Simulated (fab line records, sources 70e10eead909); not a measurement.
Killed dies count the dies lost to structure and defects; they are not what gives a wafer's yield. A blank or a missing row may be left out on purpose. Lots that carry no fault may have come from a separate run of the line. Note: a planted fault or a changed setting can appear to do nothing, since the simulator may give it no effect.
fab line records	flow nand-harc
record: lots: 13	wafers: 38	last-day: 25
route steps=1159 shown A_ZERO_WELL@411 A_ONON_D1@425 A_CHANNEL_HOLE_D1@462 END@1159
lots that met no fault: from a run of the same line without faults
start-h: start of the lot's first displayed wafer, in hours after the record's first day	wait-h: hours since the lot's step before	" unchanged from the row above	L1.1+2: a row that stands for several wafers	- no value, or no start was given	* or withheld: withheld	< > ~ a bound
route shown NAME@n: NAME is a module with steps in the file, n the number in the route of the first one	usual: the fault-free wafers' mean and standard deviation	same: alike in all rows	chamber/n: place in a boat	sites: per-site readings	_std_site: the standard deviation of these	_edge_site: mean of outer sites minus mean of inner sites	radius-mm: how far each site lies from the wafer's centre	mask NAME#n: copy n	behind: the most recent tool/chamber to have shaped the wafer	hold: why the lot went on hold/how many hours it stayed there/how the hold came to an end	device: the transistor (n, p or np) that didn't switch	end of line: the tests these same wafers got at the end of their route	where a step has no rows: the recipe by itself	killed: not the wafer's yield, but the dies lost to structure and defects at the first sort	map: a wafer's dies, x killed, . not, _ none there
set.NAME: setting as actually run; set.NAME@STEP: the setting as run at that earlier step	model.NAME: the simulator's own value behind a step, which no gauge read
steps of the route over a sample of lots; a table a step, a row a wafer
services: the hour from which a tool's chamber was out of use, counted from the record's first day as start-h (under 0 if before that day), plus the number of hours and why
== steps ==
step: NHARC_A_ZERO_WELL_RTA_16
recipe: temp-c: 1000	time-s: 10
usual: lamp-power-pct: 29.96/0.3	lamp_zone_2_pct: 29.96/0.29	lamp_zone_3_pct: 29.96/0.3	lamp_zone_5_pct: 29.96/0.29	wafer_temp_C_max: 1004.1/1.1
lot.wafer	tool	chamber	start-h	wait-h	lamp-power-pct	lamp_zone_2_pct	lamp_zone_3_pct	lamp_zone_5_pct	wafer_temp_C_max
L585.2	rtp-anneal-02	0	132.80	-	29.61	29.61	29.63	29.68	1003.2
L585.4	"	0	"	"	29.64	29.62	29.59	29.67	1002.4
L585.5	"	0	"	"	29.64	29.63	29.60	29.63	1002.5
L586.2	rtp-anneal-02	0	133.78	0.1	29.65	29.69	29.62	29.69	1004.2
L586.4	"	0	"	"	29.60	29.72	29.68	29.66	1004.7
L586.5	"	0	"	"	29.70	29.70	29.61	29.62	1003.1
L590.4	rtp-anneal-01	0	168.25	-	30.34	30.25	30.27	30.21	1003.9
L590.5	"	0	"	"	30.29	30.28	30.29	30.26	1006.4
L594.1	rtp-anneal-01	0	179.54	0.1	30.25	30.20	30.22	30.23	1005.5
L594.2	"	0	"	"	30.25	30.19	30.24	30.24	1005.3
L594.3	"	0	"	"	30.21	30.26	30.24	30.25	1004.5
L597.1	rtp-anneal-01	0	217.80	-	30.18	30.21	30.16	30.13	1003.4
L597.3	"	0	"	"	30.17	30.18	30.17	30.15	1005.6
L597.6	"	0	"	"	30.15	30.18	30.22	30.15	1005.1
L598.3	rtp-anneal-01	0	219.36	-	30.23	30.21	30.22	30.19	1005.8
L598.4	"	0	"	"	30.25	30.20	30.23	30.22	1004.2
L598.5	"	0	"	"	30.22	30.23	30.19	30.26	1004.6
L600.1	rtp-anneal-01	0	228.50	-	30.26	30.25	30.28	30.28	1005.6
L600.2	"	0	"	"	30.22	30.25	30.32	30.25	1004.9
L600.5	"	0	"	"	30.23	30.25	30.23	30.30	1003.0
L602.1	rtp-anneal-01	0	243.83	-	30.25	30.18	30.21	30.18	1005.2
L602.2	"	0	"	"	30.23	30.21	30.27	30.21	1004.2
L602.6	"	0	"	"	30.20	30.19	30.24	30.21	1003.0
L604.3	rtp-anneal-01	0	246.67	-	30.23	30.27	30.29	30.20	1005.0
L604.5	"	0	"	"	30.22	30.20	30.28	30.21	1006.2
L604.6	"	0	"	"	30.21	30.25	30.22	30.22	1004.7
L605.2	rtp-anneal-01	0	258.33	-	30.17	30.18	30.24	30.22	1005.1
L605.3	"	0	"	"	30.20	30.21	30.26	30.20	1004.3
L605.4	"	0	"	"	30.19	30.15	30.15	30.22	1005.9
L606.2	rtp-anneal-02	0	262.41	-	29.63	29.65	29.61	29.57	1004.5
L606.4	"	0	"	"	29.63	29.61	29.61	29.66	1002.7
L606.5	"	0	"	"	29.60	29.62	29.65	29.65	1004.0
L607.1	rtp-anneal-01	0	263.06	-	30.20	30.23	30.26	30.20	1004.4
L607.3	"	0	"	"	30.27	30.23	30.29	30.23	1005.3
L607.4	"	0	"	"	30.28	30.28	30.26	30.25	1004.8
L608.3	rtp-anneal-02	0	286.28	-	29.61	29.61	29.66	29.64	1003.0
L608.4	"	0	"	"	29.65	29.63	29.61	29.62	1003.6
L608.6	"	0	"	"	29.63	29.60	29.63	29.66	1002.5
step: NHARC_A_ONON_D1_THK_MEAS_02
recipe: thk-meas-gauge: ellipsometry
usual: thk-nm: 1001/9.9
lot.wafer	tool	chamber	start-h	wait-h	thk-nm
L585.2	film-metro-01	-	154.02	-	997
L585.4	"	-	"	"	996
L585.5	"	-	"	"	996
L586.2	film-metro-01	-	154.37	-	990
L586.4	"	-	"	"	992
L586.5	"	-	"	"	991
L590.4	film-metro-02	-	191.12	-	1010
L590.5	"	-	"	"	1009
L594.1	film-metro-01	-	200.50	-	991
L594.2	"	-	"	"	991
L594.3	"	-	"	"	991
L598.3	film-metro-02	-	239.55	-	1010
L598.4	"	-	"	"	1011
L598.5	"	-	"	"	1011
L597.1	film-metro-01	-	239.60	-	1009
L597.3	"	-	"	"	1010
L597.6	"	-	"	"	1009
L600.1	film-metro-01	-	249.76	-	1005
L600.2	"	-	"	"	1005
L600.5	"	-	"	"	1005
L604.3	film-metro-01	-	266.44	-	1013
L604.5	"	-	"	"	1012
L604.6	"	-	"	"	1011
L602.1	film-metro-01	-	266.44	-	1006
L602.2	"	-	"	"	1006
L602.6	"	-	"	"	1004
L605.2	film-metro-02	-	282.05	-	999
L605.3	"	-	"	"	999
L605.4	"	-	"	"	1000
L607.1	film-metro-01	-	282.05	-	992
L607.3	"	-	"	"	991
L607.4	"	-	"	"	990
L606.2	film-metro-02	-	282.07	-	1001
L606.4	"	-	"	"	1002
L606.5	"	-	"	"	1002
L608.3	film-metro-02	-	309.30	-	1009
L608.4	"	-	"	"	1009
L608.6	"	-	"	"	1008
step: NHARC_A_ONON_D1_DEP_25
recipe: target-thk-a: 10000	n2-flow-sccm: 2750	n2o-flow-sccm: 2000	nh3-flow-sccm: 500	sih4-flow-sccm: 210	temp-c: 400
lot.wafer	tool	chamber	start-h	wait-h
L586.2+4+5	pecvd-onon-03	0	166.39	0.1
L585.2+4+5	pecvd-onon-02	0	166.60	0.1
L590.4+5	pecvd-onon-02	0	203.90	0.6
L594.1+2+3	pecvd-onon-02	0	211.95	0.1
L597.1+3+6	pecvd-onon-01	0	250.66	0.1
L598.3+4+5	pecvd-onon-03	0	250.99	0.2
L600.1+2+5	pecvd-onon-03	0	260.40	0.1
L602.1+2+6	pecvd-onon-01	0	276.93	0.1
L604.3+5+6	pecvd-onon-03	0	277.09	0.2
L605.2+3+4	pecvd-onon-03	0	300.48	0.1
L607.1+3+4	pecvd-onon-01	0	300.57	0.1
L606.2+4+5	pecvd-onon-03	0	300.84	0.1
L608.3+4+6	pecvd-onon-03	0	322.09	0.2
step: NHARC_A_ONON_D1_THK_MEAS_27
recipe: thk-meas-gauge: ellipsometry
usual: thk-nm: 1001/8.4
lot.wafer	tool	chamber	start-h	wait-h	thk-nm
L586.2	film-metro-02	-	166.84	-	1016
L586.4	"	-	"	"	1015
L586.5	"	-	"	"	1015
L585.2	film-metro-02	-	167.06	-	992
L585.4	"	-	"	"	993
L585.5	"	-	"	"	993
L590.4	film-metro-01	-	204.24	-	1009
L590.5	"	-	"	"	511
L594.1	film-metro-02	-	212.46	-	991
L594.2	"	-	"	"	993
L594.3	"	-	"	"	495
L597.1	film-metro-01	-	251.18	-	1006
L597.3	"	-	"	"	1004
L597.6	"	-	"	"	1006
L598.3	film-metro-02	-	251.39	-	1007
L598.4	"	-	"	"	1006
L598.5	"	-	"	"	1007
L600.1	film-metro-01	-	260.91	-	1015
L600.2	"	-	"	"	1015
L600.5	"	-	"	"	1015
L602.1	film-metro-01	-	277.45	-	1011
L602.2	"	-	"	"	1012
L602.6	"	-	"	"	1012
L604.3	film-metro-02	-	277.51	-	1000
L604.5	"	-	"	"	1000
L604.6	"	-	"	"	1000
L605.2	film-metro-01	-	300.93	-	999
L605.3	"	-	"	"	1001
L605.4	"	-	"	"	999
L607.1	film-metro-02	-	301.08	-	1015
L607.3	"	-	"	"	1015
L607.4	"	-	"	"	1013
L606.2	film-metro-01	-	301.29	-	998
L606.4	"	-	"	"	999
L606.5	"	-	"	"	1000
L608.3	film-metro-02	-	322.51	-	995
L608.4	"	-	"	"	995
L608.6	"	-	"	"	995
step: NHARC_A_CHANNEL_HOLE_D1_CD_MEAS_10
recipe: target-cd-nm: 100	landing-energy-ev: 500
usual: cd-nm: 99.3/0.63
lot.wafer	tool	chamber	start-h	wait-h	cd-nm
L586.2	cd-sem-03	0	171.80	-	99.2
L586.4	"	0	"	"	98.7
L586.5	"	0	"	"	99.3
L585.2	cd-sem-03	0	172.49	-	100.4
L585.4	"	0	"	"	98.8
L585.5	"	0	"	"	99.0
L590.4	cd-sem-01	0	209.21	-	99.0
L594.1	cd-sem-02	0	216.52	-	98.4
L594.2	"	0	"	"	99.2
L597.1	cd-sem-01	0	255.21	-	99.3
L597.3	"	0	"	"	99.5
L597.6	"	0	"	"	100.5
L598.3	cd-sem-03	0	257.14	-	98.7
L598.4	"	0	"	"	99.3
L598.5	"	0	"	"	99.6
L600.1	cd-sem-01	0	265.68	-	99.5
L600.2	"	0	"	"	98.8
L600.5	"	0	"	"	99.2
L602.1	cd-sem-03	0	281.57	-	98.8
L602.2	"	0	"	"	98.4
L602.6	"	0	"	"	100.3
L604.3	cd-sem-01	0	281.73	-	99.6
L604.5	"	0	"	"	98.9
L604.6	"	0	"	"	99.9
L605.2	cd-sem-02	0	308.32	-	98.4
L605.3	"	0	"	"	99.0
L605.4	"	0	"	"	98.3
L607.1	cd-sem-01	0	308.80	-	99.0
L607.3	"	0	"	"	99.1
L607.4	"	0	"	"	99.6
L606.2	cd-sem-01	0	309.99	-	99.0
L606.4	"	0	"	"	99.9
L606.5	"	0	"	"	99.1
L608.3	cd-sem-01	0	327.34	-	98.9
L608.4	"	0	"	"	98.7
L608.6	"	0	"	"	99.6
step: NHARC_END_SORT_01
recipe: temp-c: 25
usual: killed-at-array: 27/10	killed-at-other: 0.6/0.83	killed-at-periphery: 2.4/1.8	killed-dies: 30/10	killed-open: 3.3/1.7	killed-short: 1.8/1.4
same: gross-dies: 677
lot.wafer	tool	chamber	start-h	wait-h	killed-at-array	killed-at-other	killed-at-periphery	killed-dies	killed-open	killed-short
L594.1	prober-01	0	480.06	2.5	30	1	0	31	0	0
L594.2	prober-01	0	480.85	2.8	21	1	1	23	0	0
L594.3	prober-01	0	481.64	3.1	674	0	3	677	5	0
L590.4	prober-02	0	480.31	3.4	9	0	2	11	4	2
L590.5	prober-02	0	481.10	3.7	673	2	2	677	4	3
L600.1	prober-02	0	522.14	2.5	26	0	4	30	3	2
L600.2	prober-02	0	522.94	2.8	29	0	3	32	3	2
L600.5	prober-02	0	525.36	3.7	26	0	3	29	1	2
killed by level:class
L594.1 A_CHANNEL_HOLE_D1:chamber-film-flake=12 A_SLIT:chamber-film-flake=11 A_ZERO_WELL:chamber-film-flake=3 A_CONTACT:chamber-film-flake=2 A_CHANNEL_FILL_D1:chamber-film-flake=1 A_STAIRCASE:chamber-film-flake=1 THIN_TSV:chamber-film-flake=1
L590.4 P_M0:geometric-particle:open=1 A_SOURCE_PLATE:geometric-particle:short=1 A_ONON_D1:geometric-particle:open=1 A_CHANNEL_FILL_D1:geometric-particle:short=1 A_SGD_CUT:geometric-particle:open=1 A_CONTACT:geometric-particle:open=1 P_GATE:chamber-film-flake=1 A_CHANNEL_HOLE_D1:chamber-film-flake=1
L594.2 A_CHANNEL_HOLE_D1:chamber-film-flake=9 A_SLIT:chamber-film-flake=9 A_ZERO_WELL:chamber-film-flake=2 P_ZERO_WELL:chamber-film-flake=1 A_CHANNEL_FILL_D1:chamber-film-flake=1 THIN_TSV:chamber-film-flake=1
L590.5 A_ONON_D1:area-dep=654 A_STAIRCASE:chamber-film-flake=7 A_CHANNEL_HOLE_D1:chamber-film-flake=4 A_CHANNEL_FILL_D1:geometric-particle:short=3 A_CONTACT:geometric-particle:open=2 P_M0:geometric-particle:open=1 STARTING-WAFER:geometric-particle:open=1 P_STI:chamber-film-flake=1
L594.3 A_ONON_D1:area-dep=638 A_CHANNEL_HOLE_D1:chamber-film-flake=16 A_SLIT:chamber-film-flake=10 P_M0:geometric-particle:open=2 A_M0:geometric-particle:open=2 A_ZERO_WELL:chamber-film-flake=2 A_CHANNEL_FILL_D1:chamber-film-flake=2 A_CONTACT:geometric-particle:open=1
L600.1 A_CHANNEL_HOLE_D1:chamber-film-flake=22 A_M0:geometric-particle:open=2 P_STI:geometric-particle:short=1 P_M0:geometric-particle:short=1 P_M1:geometric-particle:open=1 P_STI:chamber-film-flake=1 A_CONTACT:chamber-film-flake=1 A_M1:chamber-film-flake=1
L600.2 A_CHANNEL_HOLE_D1:chamber-film-flake=21 A_SLIT:chamber-film-flake=2 A_CONTACT:chamber-film-flake=2 P_GATE:geometric-particle:open=1 P_M0:geometric-particle:short=1 A_SOURCE_PLATE:geometric-particle:open=1 A_SGD_CUT:geometric-particle:short=1 A_CONTACT:geometric-particle:open=1
L600.5 A_CHANNEL_HOLE_D1:chamber-film-flake=20 A_STAIRCASE:chamber-film-flake=2 A_CONTACT:chamber-film-flake=2 P_M1:geometric-particle:open=1 A_CHANNEL_FILL_D1:geometric-particle:short=1 A_SGD_CUT:geometric-particle:short=1 P_STI:chamber-film-flake=1 P_GATE:chamber-film-flake=1
== services ==
tool	chamber	start-h	hours	kind
pecvd-onon-02	-	111.27	13.0	pm
pecvd-onon-03	-	153.25	13.0	pm
pecvd-onon-01	-	195.12	13.0	pm
pecvd-onon-02	-	292.27	13.0	pm
rtp-anneal-02	-	300.00	12.0	pm
== key ==
first-sign: step: NHARC_A_ONON_D1_THK_MEAS_27	reading: thk-nm	direction: down	sigmas: 60	usual: 1001	struck: 503
effect: step: NHARC_END_SORT_01	reading: killed-at-array	direction: up	sigmas: 63	usual: 27	struck: 674
more-kills-born-at: NHARC_A_ONON_D1_DEP_25@pecvd-onon-02: 1292
met-at NHARC_A_ONON_D1_DEP_25
struck-lots L590,L594
struck-wafers L590.5,L594.3
later-rows-left-out L590.5,L594.3
tester-left-out L590,L594
not-acting-at NHARC_A_ZERO_WELL_RTA_16,NHARC_A_ONON_D1_THK_MEAS_02,NHARC_A_CHANNEL_HOLE_D1_CD_MEAS_10
onset-between 166.60 203.90
fault: kind: process-parameter-drift	tool: pecvd-onon-02	chamber: -	onset-h: 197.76	steps: NHARC_A_ONON_D1_DEP_25	channel: target-thk-a	offset: *	shape: step	end-h: 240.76	scope: struck-wafers-only	acts-in: *	stated: *
tester-left-out: of these lots the tester's yield and bins aren't shown, on N5 and GAA mostly nor the transistor test; their killed dies are dies lost to structure and defects alone, not to doping, threshold or leakage, so they don't give the yield
later-rows-left-out: the simulator's readings of these wafers behind a module that went badly wrong aren't trusted and aren't shown, but for the sort
